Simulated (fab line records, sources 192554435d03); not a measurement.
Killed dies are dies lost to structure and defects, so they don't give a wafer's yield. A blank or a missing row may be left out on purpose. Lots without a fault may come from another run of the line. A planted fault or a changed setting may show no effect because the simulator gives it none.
fab line records | flow n5_finfet
record lots=6 wafers=17 last_day=17
route steps=1938 shown BEOL_M2@925 BEOL_M3@931 BEOL_M4@1111 PASSIVATION@1936
lots that met no fault: from a run of the same line without faults
start_h: hours from the record's first day to the start of the lot's first wafer shown | wait_h: hours since the lot's step before | " the same as in the row above | L1.1+2: a row that stands for several wafers | - no value, or no start given | * or withheld: withheld | < > ~ a bound
route shown NAME@n: a module of which the file shows steps, and the number in the route of the first | usual: mean/standard deviation of fault-free wafers | same: alike in all rows | chamber/n: place in a boat | sites: the reading at each site | _std_site: their standard deviation | _edge_site: outer sites' mean less inner sites' | radius_mm: how far each site lies from the wafer's centre | mask NAME#n: copy n | behind: the tool/chamber that last shaped the wafer | hold: why the lot was held/for how many hours/how that ended | device: the transistor (n, p or np) that didn't switch | end of line: the same wafers' tests at the end of the route | a step without rows: its recipe alone | killed: dies lost to structure and defects at the first sort, not the wafer's yield | map: a wafer's dies, x killed, . not, _ none there
set.NAME: the setting as run; set.NAME@STEP: as run at that earlier step | model.NAME: the simulator's own value behind a step, which no gauge read
lots at some steps of the route; a table a step, a row a wafer
services: from which hour (start_h, from the record's first day; less than 0 if before it) a tool's chamber was out of use, for how many hours, and why
## steps
# step N5_BEOL_M2_PRE_CLEAN_60
# recipe gas=NH3/H2 time_s=15 temp_c=* rf_power_w=300
# usual heater_power_w=90/5.9
# columns lot.wafer tool chamber start_h wait_h heater_power_w
L842.1 cvd_co-02 1 171.36 0.0 79
L842.4 " 2 " " 86
L842.5 " 0 " " 94
L845.2 cvd_co-01 1 192.42 0.0 92
L845.5 " 1 " " 92
L845.6 " 2 " " 90
L846.3 cvd_co-02 0 196.22 0.0 95
L846.5 " 1 " " 81
L846.6 " 0 " " 96
L855.2 cvd_co-02 2 251.85 0.0 85
L855.3 " 1 " " 81
L855.5 " 1 " " 82
L857.1 cvd_co-01 2 259.89 0.0 92
L857.4 " 2 " " 92
L857.6 " 1 " " 90
L860.3 cvd_co-01 1 295.52 0.0 90
L860.6 " 2 " " 90
# step N5_BEOL_M2_CO_CAP_55
# recipe material=Co target_thk_a=20 temp_c=200 precursor=CCTBA/H2 pressure_torr=30 time_s=102.1
# usual heater_power_w=243/7.6
# columns lot.wafer tool chamber start_h wait_h heater_power_w
L842.1 cvd_co-02 1 171.40 0.0 233
L842.4 " 2 " " 229
L842.5 " 0 " " 249
L845.2 cvd_co-01 1 192.46 0.0 246
L845.5 " 1 " " 240
L845.6 " 2 " " 248
L846.3 cvd_co-02 0 196.26 0.0 248
L846.5 " 1 " " 236
L846.6 " 0 " " 248
L855.2 cvd_co-02 2 251.89 0.0 232
L855.3 " 1 " " 229
L855.5 " 1 " " 235
L857.1 cvd_co-01 2 259.93 0.0 241
L857.4 " 2 " " 243
L857.6 " 1 " " 244
L860.3 cvd_co-01 1 295.56 0.0 241
L860.6 " 2 " " 240
# step N5_BEOL_M2_PRE_CLEAN_56
# recipe gas=NH3 time_s=15 temp_c=withheld rf_power_w=300
# step N5_BEOL_M2_DEP_57
# recipe material=SiCN target_thk_a=80 temp_c=withheld precursor=3MS/NH3 pressure_torr=3 rf_w=202 time_s=14
# step N5_BEOL_M2_RS_MEAS_58
# recipe thk_meas_gauge=four-point-probe reads=Co_of_BEOL_M2_CO_CAP_55+Cu_of_BEOL_M2_ECD_50+Co_of_BEOL_M2_CVD_47+TaN_of_BEOL_M2_ALD_84
# usual M2_RS=0.66/0.044
# columns lot.wafer tool chamber start_h wait_h M2_RS[ohm/sq]
L842.1 film_metro-02 - 171.58 0.0 0.66
L842.4 " - " " 0.69
L842.5 " - " " 0.60
L845.2 film_metro-01 - 192.64 0.1 0.59
L845.5 " - " " 0.69
L845.6 " - " " 0.59
L846.3 film_metro-02 - 196.44 0.1 0.64
L846.5 " - " " 0.59
L846.6 " - " " 0.64
L855.2 film_metro-02 - 252.08 0.1 0.69
L855.3 " - " " 0.65
L855.5 " - " " 0.71
L857.1 film_metro-02 - 260.14 0.1 0.62
L857.4 " - " " 0.70
L857.6 " - " " 0.64
L860.3 film_metro-02 - 295.75 0.1 0.67
L860.6 " - " " 0.69
# step N5_BEOL_M2_INSPECT_59
# recipe inspect_instrument=darkfield mode=post_dep
# usual raw_defect_count=74/22
# columns lot.wafer tool chamber start_h wait_h raw_defect_count
L842.1 defect_inspect-01 - 171.61 0.0 94
L842.4 " - " " 127
L842.5 " - " " 66
L845.2 defect_inspect-02 - 192.67 0.0 73
L845.5 " - " " 75
L845.6 " - " " 119
L846.3 defect_inspect-01 - 196.47 0.0 59
L846.5 " - " " 47
L846.6 " - " " 64
L855.2 defect_inspect-02 - 252.10 0.0 41
L855.3 " - " " 64
L855.5 " - " " 63
L857.1 defect_inspect-01 - 260.17 0.0 65
L857.4 " - " " 46
L857.6 " - " " 60
L860.3 defect_inspect-01 - 295.77 0.0 61
L860.6 " - " " 67
# step N5_BEOL_M3_ILD_DEP_00
# recipe material=SiOC target_thk_a=790 temp_c=350 precursor=DEMS/O2 pressure_torr=5 rf_w=500 time_s=15.3
# usual heater_power_w=467/77 showerhead_plenum_p_Torr=5.695/0.012 throttle_valve_pct=12.0/0.65
# columns lot.wafer tool chamber start_h wait_h heater_power_w showerhead_plenum_p_Torr throttle_valve_pct
L842.1 pecvd-03 0 171.65 0.0 375 5.698 11.6
L842.4 " 2 " " 384 5.688 10.9
L842.5 " 0 " " 377 5.694 11.3
L845.2 pecvd-02 1 192.70 0.0 465 5.694 12.9
L845.5 " 2 " " 518 5.677 11.9
L845.6 " 1 " " 468 5.694 12.7
L846.3 pecvd-01 2 196.50 0.0 492 5.691 11.3
L846.5 " 0 " " 461 5.700 12.5
L846.6 " 2 " " 492 5.715 11.5
L855.2 pecvd-02 1 252.14 0.0 472 5.694 12.5
L855.3 " 0 " " 635 5.710 12.7
L855.5 " 2 " " 560 5.673 11.8
L857.1 pecvd-02 1 260.20 0.0 436 5.690 12.6
L857.4 " 0 " " 628 5.700 12.5
L857.6 " 2 " " 560 5.688 11.9
L860.3 pecvd-01 0 295.81 0.0 511 5.701 12.6
L860.6 " 1 " " 411 5.717 13.1
# step N5_BEOL_M3_THK_MEAS_01
# recipe reads=SiOC_of_BEOL_M3_ILD_DEP_00
# usual M3_ILD_THK=78.9/1.3
# columns lot.wafer tool chamber start_h wait_h M3_ILD_THK[nm]
L842.1 film_metro-02 - 171.71 0.0 78.0
L842.4 " - " " 78.5
L842.5 " - " " 79.7
L845.2 film_metro-01 - 192.77 0.1 79.4
L845.5 " - " " 79.6
L845.6 " - " " 80.3
L846.3 film_metro-02 - 196.57 0.1 76.0
L846.5 " - " " 78.0
L846.6 " - " " 77.9
L855.2 film_metro-01 - 252.21 0.1 77.4
L855.3 " - " " 78.8
L855.5 " - " " 80.0
L857.1 film_metro-02 - 260.27 0.0 78.5
L857.4 " - " " 80.6
L857.6 " - " " 81.6
L860.3 film_metro-01 - 295.88 0.1 78.8
L860.6 " - " " 78.9
# step N5_BEOL_M3_PECVD_72
# recipe material=SiO2 target_thk_a=160 temp_c=400 precursor=TEOS/O2 pressure_torr=5.5 rf_w=450 teos_flow_sccm=53.8 gas=O2 flow_sccm=3000 time_s=18
# usual heater_power_w=710/120 showerhead_plenum_p_Torr=8.78/0.039 throttle_valve_pct=22.5/1.1
# columns lot.wafer tool chamber start_h wait_h heater_power_w showerhead_plenum_p_Torr throttle_valve_pct
L842.1 pecvd-01 1 171.75 0.0 671 8.84 24.1
L842.4 " 1 " " 673 8.84 24.5
L842.5 " 2 " " 622 8.84 21.4
L845.2 pecvd-01 2 192.81 0.0 729 8.82 21.3
L845.5 " 0 " " 729 8.83 23.1
L845.6 " 2 " " 719 8.81 21.5
L846.3 pecvd-03 1 196.61 0.0 544 8.78 22.8
L846.5 " 0 " " 620 8.77 21.6
L846.6 " 2 " " 668 8.73 20.3
L855.2 pecvd-02 0 252.24 0.0 877 8.81 23.7
L855.3 " 2 " " 846 8.71 22.2
L855.5 " 1 " " 713 8.79 23.5
L857.1 pecvd-01 2 260.31 0.0 748 8.84 21.7
L857.4 " 2 " " 744 8.82 21.6
L857.6 " 2 " " 758 8.83 21.4
L860.3 pecvd-03 0 295.91 0.0 541 8.78 21.8
L860.6 " 2 " " 592 8.75 20.9
# step N5_BEOL_M3_HM_DEP_02
# recipe material=TiN target_thk_a=200 temp_c=25 chamber_pressure_pa=0.49996
# usual throttle_valve_pct=29.9/0.9
# columns lot.wafer tool chamber start_h wait_h throttle_valve_pct
L842.1 pvd_sputter-01 - 173.26 1.5 30.0
L842.4 " - " " 30.4
L842.5 " - " " 29.9
L845.2 pvd_sputter-02 - 193.07 0.2 31.0
L845.5 " - " " 31.1
L845.6 " - " " 29.4
L846.3 pvd_sputter-02 - 197.12 0.5 29.6
L846.5 " - " " 29.4
L846.6 " - " " 29.3
L855.2 pvd_sputter-01 - 252.30 0.0 30.3
L855.3 " - " " 30.1
L855.5 " - " " 30.0
L857.1 pvd_sputter-03 - 261.29 1.0 30.0
L857.4 " - " " 29.3
L857.6 " - " " 31.6
L860.3 pvd_sputter-02 - 296.56 0.6 29.6
L860.6 " - " " 31.2
# step N5_BEOL_M3_COAT_61
# recipe resist=SOC temp_c=250 time_s=60 spin_rpm=1500 resist_thk_nm=60
# step N5_BEOL_M3_COAT_62
# recipe resist=SiARC temp_c=220 time_s=60 spin_rpm=1500 resist_thk_nm=12
# step N5_BEOL_M3_COAT_73
# recipe resist=underlayer temp_c=205 time_s=60 spin_rpm=1500 resist_thk_nm=5
# usual heater_power_total_W=391.9/1.3 plate_temp_C=205.02/0.14
# columns lot.wafer tool chamber start_h wait_h heater_power_total_W plate_temp_C
L842.1 litho_track-05 0 173.39 - 392.7 205.08
L842.4 " 0 " " 393.8 205.06
L842.5 " 0 " " 390.1 205.07
L845.2 litho_track-05 0 193.20 - 398.4 208.94
L845.5 " 0 " " 401.7 208.71
L845.6 " 0 " " 398.8 208.69
L846.3 litho_track-05 0 197.25 - 399.6 208.75
L846.5 " 0 " " 399.7 208.67
L846.6 " 0 " " 402.5 208.96
L855.2 litho_track-01 0 252.43 - 390.7 204.97
L855.3 " 0 " " 392.6 205.03
L855.5 " 0 " " 393.5 205.30
L857.1 litho_track-01 0 261.42 - 389.7 205.04
L857.4 " 0 " " 392.9 204.95
L857.6 " 0 " " 393.1 204.95
L860.3 litho_track-04 0 296.69 - 389.5 204.95
L860.6 " 0 " " 393.7 205.22
# step N5_BEOL_M3_COAT_05
# recipe resist=CAR-EUV spin_rpm=1500 resist_thk_nm=30
# step N5_BEOL_M4_RC_MEAS_101
# usual DIBL_N=36.0/2 DIBL_P=35.9/2.5 IOFF_N=0.16/0.038 IOFF_P=0.21/0.04 ION_N=675/14 ION_P=462/9.4 SS_N=71.5/0.75 SS_P=73.2/0.74 VT_N=250/3.9 VT_P=-251/3.2
# columns lot.wafer tool chamber start_h wait_h DIBL_N[mV/V] DIBL_P[mV/V] IOFF_N[nA/um] IOFF_P[nA/um] ION_N[uA/um] ION_P[uA/um] SS_N[mV/dec] SS_P[mV/dec] VT_N[mV] VT_P[mV]
L842.1 prober-02 0 192.57 0.0 34.2 34.8 0.14 0.20 679 469 70.7 72.8 251 -247
L842.4 " 0 " " 37.9 40.0 0.20 0.28 694 474 72.3 73.2 246 -246
L842.5 " 0 " " 33.7 34.0 0.12 0.18 664 463 70.7 72.5 254 -252
L845.2 prober-02 0 212.50 0.2 39.8 37.9 0.24 0.31 702 481 72.4 73.9 243 -243
L845.5 " 0 " " 39.0 38.8 0.23 0.35 714 496 71.3 73.9 244 -241
L845.6 " 0 " " 32.1 29.1 0.09 0.15 659 465 70.7 71.1 257 -249
L846.3 prober-01 0 216.57 0.3 36.9 36.2 0.16 0.19 664 446 72.3 73.2 251 -255
L846.5 " 0 " " 33.9 34.4 0.12 0.16 653 451 71.8 72.8 253 -258
L846.6 " 0 " " 37.5 36.9 0.16 0.18 666 452 72.3 73.7 252 -255
L855.2 prober-02 0 272.91 0.2 39.4 38.9 0.21 0.26 692 467 72.4 73.6 244 -247
L855.3 " 0 " " 36.2 35.8 0.14 0.20 678 467 71.9 72.8 251 -249
L855.5 " 0 " " 40.1 41.3 0.23 0.30 697 476 71.4 73.6 244 -247
L857.1 prober-01 0 276.56 0.0 35.5 36.7 0.14 0.21 681 474 70.7 73.0 253 -249
L857.4 " 0 " " 36.1 37.4 0.15 0.21 677 469 71.4 73.4 250 -250
L857.6 " 0 " " 34.8 36.1 0.13 0.19 671 464 71.2 73.0 255 -250
L860.3 prober-01 0 311.61 0.3 38.4 37.9 0.19 0.23 675 459 72.2 74.6 250 -250
L860.6 " 0 " " 36.5 35.5 0.15 0.18 667 451 71.5 72.7 254 -251
# step N5_PASSIVATION_PROBE_49
# usual defect_limited_yield=91.3/1.5 killed_at_M0_to_M3=33/12 killed_at_M4_up=15/5.2 killed_at_contacts=12/5.1 killed_at_front_end=39/11 killed_at_other=5/3.6 killed_dies=103/18 killed_open=67/13 killed_short=33/7.8 sort_bin_5_function=5.1/0.96 sort_bin_6_memory=3.2/0.71 sort_n_pass=1077/18 sort_yield_pct=91.3/1.5
# same gross_dies=1180 killed_at_back_side=0 sort_bin_4_leakage[%]=0 sort_bin_8_speed[%]=0
# columns lot.wafer tool chamber start_h wait_h defect_limited_yield[%] killed_at_M0_to_M3 killed_at_M4_up killed_at_contacts killed_at_front_end killed_at_other killed_dies killed_open killed_short sort_bin_5_function[%] sort_bin_6_memory[%] sort_n_pass sort_yield_pct[%]
L845.2 prober-02 - 306.16 0.1 88.2 67 13 12 46 1 139 104 33 6.6 4.9 1041 88.2
L845.5 prober-02 - 306.31 0.2 91.0 43 20 6 32 5 106 71 34 4.7 3.9 1074 91.0
L845.6 prober-02 - 306.36 0.3 90.8 46 8 6 44 4 108 73 35 5.5 3.2 1072 90.8
L846.3 prober-01 - 313.86 0.1 91.5 34 10 14 41 1 100 67 33 4.5 3.3 1080 91.5
L846.5 prober-01 - 313.96 0.2 91.6 20 14 11 52 2 99 64 35 5.1 3.1 1081 91.6
L846.6 prober-01 - 314.01 0.3 91.1 32 5 10 42 16 105 60 29 6.1 2.6 1075 91.1
# killed by level:class
L845.2 BEOL_M1:geometric_particle:open=16 BEOL_M3:geometric_particle:open=14 MOL_CONTACT_COAG:geometric_particle:open=12 BEOL_M2:geometric_particle:open=11 FIN_SAQP:geometric_particle:open=10 BEOL_M0_SAQP:geometric_particle:open=9 FIN_SAQP:geometric_particle:short=8 BEOL_M0_SAQP:geometric_particle:short=8
L845.5 FIN_SAQP:geometric_particle:open=12 BEOL_M3:geometric_particle:open=10 BEOL_M0_SAQP:geometric_particle:short=8 BEOL_M1:geometric_particle:open=7 FIN_SAQP:geometric_particle:short=6 BEOL_M2:geometric_particle:open=5 BEOL_M4:geometric_particle:open=5 BEOL_M5:geometric_particle:open=5
L845.6 STI_FIN_REVEAL:geometric_particle:open=9 BEOL_M1:geometric_particle:open=8 BEOL_M3:geometric_particle:open=8 BEOL_M0_SAQP:geometric_particle:open=7 DUMMY_GATE:geometric_particle:open=6 MOL_CONTACT_COAG:geometric_particle:open=6 BEOL_M2:geometric_particle:open=6 BEOL_M3:geometric_particle:short=6
L846.3 STI_FIN_REVEAL:geometric_particle:open=17 MOL_CONTACT_COAG:geometric_particle:open=9 BEOL_M3:geometric_particle:open=9 BEOL_M1:geometric_particle:open=8 FIN_SAQP:geometric_particle:short=7 BEOL_M3:geometric_particle:short=6 MOL_CONTACT_COAG:geometric_particle:short=5 BEOL_M0_SAQP:geometric_particle:open=5
L846.5 FIN_SAQP:geometric_particle:open=15 FIN_SAQP:geometric_particle:short=13 STI_FIN_REVEAL:geometric_particle:open=10 MOL_CONTACT_COAG:geometric_particle:open=9 BEOL_M0_SAQP:geometric_particle:short=6 BEOL_M4:geometric_particle:open=5 DUMMY_GATE:geometric_particle:open=4 BEOL_M0_SAQP:geometric_particle:open=3
L846.6 PASSIVATION:area_etch=16 BEOL_M3:geometric_particle:open=9 MOL_CONTACT_COAG:geometric_particle:open=8 FIN_SAQP:geometric_particle:open=7 STI_FIN_REVEAL:geometric_particle:open=7 DUMMY_GATE:geometric_particle:open=7 FIN_SAQP:geometric_particle:short=6 BEOL_M1:geometric_particle:short=5
## services
# columns tool chamber start_h hours kind
pvd_sputter-02 - 166.21 1.9 repair
cvd_co-02 - 167.00 2.8 pm
cvd_co-01 - 181.82 6.9 pm
pvd_sputter-03 - 186.93 2.6 repair
cvd_co-02 - 188.95 6.0 pm
pecvd-02 - 199.08 14.6 pm
litho_track-05 - 200.56 - consumable_replace:filter
cvd_co-01 - 201.31 1.5 repair
cvd_co-02 2 203.30 12.0 repair
pecvd-01 1 246.46 25.7 repair
pecvd-03 - 250.52 2.8 pm
cvd_co-01 - 257.08 2.8 pm
cvd_co-01 - 281.73 4.3 pm
## key
first_sign step=N5_BEOL_M3_COAT_73 reading=plate_temp_C direction=up sigmas=27 usual=* struck=*
effect step=N5_BEOL_M3_COAT_73 reading=heater_power_total_W direction=up sigmas=6.2 usual=* struck=*
met_at N5_BEOL_M3_COAT_73
struck_wafers L845.2,L845.5,L845.6,L846.3,L846.5,L846.6
baseline_loss step=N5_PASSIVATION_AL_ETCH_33 wafers=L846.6
onset_between 173.39 193.20
fault kind=process_parameter_drift tool=litho_track-05 chamber=- onset_h=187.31 steps=N5_BEOL_M3_COAT_73 channel=temp_c offset=* shape=step end_h=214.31 acts_in=* stated=*
# baseline_loss: these wafers lose ten dies or more at that step, a loss of the line's own and not of a fault; the sort's usual values leave them out
